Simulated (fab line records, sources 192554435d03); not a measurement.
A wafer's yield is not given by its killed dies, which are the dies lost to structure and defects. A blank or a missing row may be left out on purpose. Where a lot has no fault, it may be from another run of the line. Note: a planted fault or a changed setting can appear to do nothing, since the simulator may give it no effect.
Matching of chambers ; flow n5-finfet ; N5_BEOL_M0_SAQP_PECVD_00 on pecvd-04: 3 sister chambers
The step deposits SiCN from 3MS/NH3, target thk 8 nm, time 14 s. 6 wafers are shown with their chamber, then 8 later ones without.

== WAFERS PAIRED WITH THEIR CHAMBERS ==
wafer;chamber;throttle-valve-pct (%);showerhead-plenum-p-Torr (Torr)
L087.2;0;9.0;3.676
L087.6;2;9.3;3.682
L088.4;0;8.9;3.656
L088.5;2;9.2;3.694
L088.6;1;9.6;3.672
L092.2;1;9.8;3.659

== WAFERS WITH NO CHAMBER GIVEN ==
wafer;throttle-valve-pct (%);showerhead-plenum-p-Torr (Torr)
L092.3;9.4;3.661
L092.6;8.9;3.686
L096.2;8.5;3.692
L096.5;8.8;3.666
L096.6;9.9;3.663
L097.4;9.5;3.655
L097.5;8.5;3.689
L097.6;8.7;3.664

== CHAMBER TAKEN BY EACH ==
wafer;from the rows above;in truth
L092.3;can't be placed: 2 or 1 or 0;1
L092.6;can't be placed: 0 or 2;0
L096.2;0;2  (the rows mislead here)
L096.5;0;0
L096.6;1;1
L097.4;can't be placed: 1 or 2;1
L097.5;0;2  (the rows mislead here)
L097.6;0;0
Placed correctly: 3 of 8. These rows do not allow placing 3 (true chamber among the candidates in 3). Wrongly placed: 2.
How it was worked out, from the rows above alone: a wafer's distance from a chamber is the root of the sum, over the readings, of the square of ((its reading less the chamber's mean) divided by the reading's scatter). If the next closest chamber is less than 2 further off than the closest, the wafer can't be placed; otherwise it belongs to the closest. A chamber's mean is the mean of its shown wafers. How the scatter is found: for the shown wafers, subtract from each reading the mean of its chamber, square and add these, divide the total by (wafers less chambers), then take the root.
